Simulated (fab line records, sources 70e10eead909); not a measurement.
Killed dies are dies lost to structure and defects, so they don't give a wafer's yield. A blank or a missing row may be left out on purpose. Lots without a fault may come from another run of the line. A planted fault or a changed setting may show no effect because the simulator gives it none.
Chamber matching | flow nand_harc | NHARC_P_GATE_ALD_36 on ald_sin-03: 4 sister chambers
The step deposits SiNx, target thk 20 nm, pulse time 60 s, ald cycles 223. 4 wafers are shown with their chamber, then 8 later ones without.

WAFERS WITH THEIR CHAMBER
wafer  | chamber | heater_power_w (W)
L083.3 | 0       | 657
L083.6 | 1       | 690
L086.4 | 3       | 733
L088.4 | 2       | 696

WAFERS WITHOUT THEIR CHAMBER
wafer  | heater_power_w (W)
L088.1 | 718
L088.3 | 692
L092.1 | 721
L092.6 | 669
L092.4 | 712
L095.2 | 680
L095.6 | 677
L095.4 | 706

WHICH CHAMBER EACH WENT THROUGH
wafer  | from the rows above          | in truth
L088.1 | can't be placed: 3 or 2 or 1 | 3
L088.3 | can't be placed: 1 or 2      | 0
L092.1 | can't be placed: 3 or 2 or 1 | 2
L092.6 | can't be placed: 0 or 1 or 2 | 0
L092.4 | can't be placed: 2 or 3 or 1 | 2
L095.2 | can't be placed: 1 or 2 or 0 | 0
L095.6 | can't be placed: 1 or 2 or 0 | 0
L095.4 | can't be placed: 2 or 1 or 3 | 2
Placed correctly: 0 of 8. Can't be placed from these rows: 8 (the true chamber is among the candidates in 7). Placed wrongly: 0.
How it was worked out, from the rows above alone: a wafer's distance from a chamber is the root of the sum, over the readings, of the square of ((its reading less the chamber's mean) divided by the reading's scatter). The wafer belongs to the nearest chamber; if the next one is less than 2 further off, it can't be placed. A chamber's mean is the mean of its shown wafers. The scatter: with one shown wafer a chamber, the root of the mean of the squares of how far each hidden wafer lies from its nearest shown one.
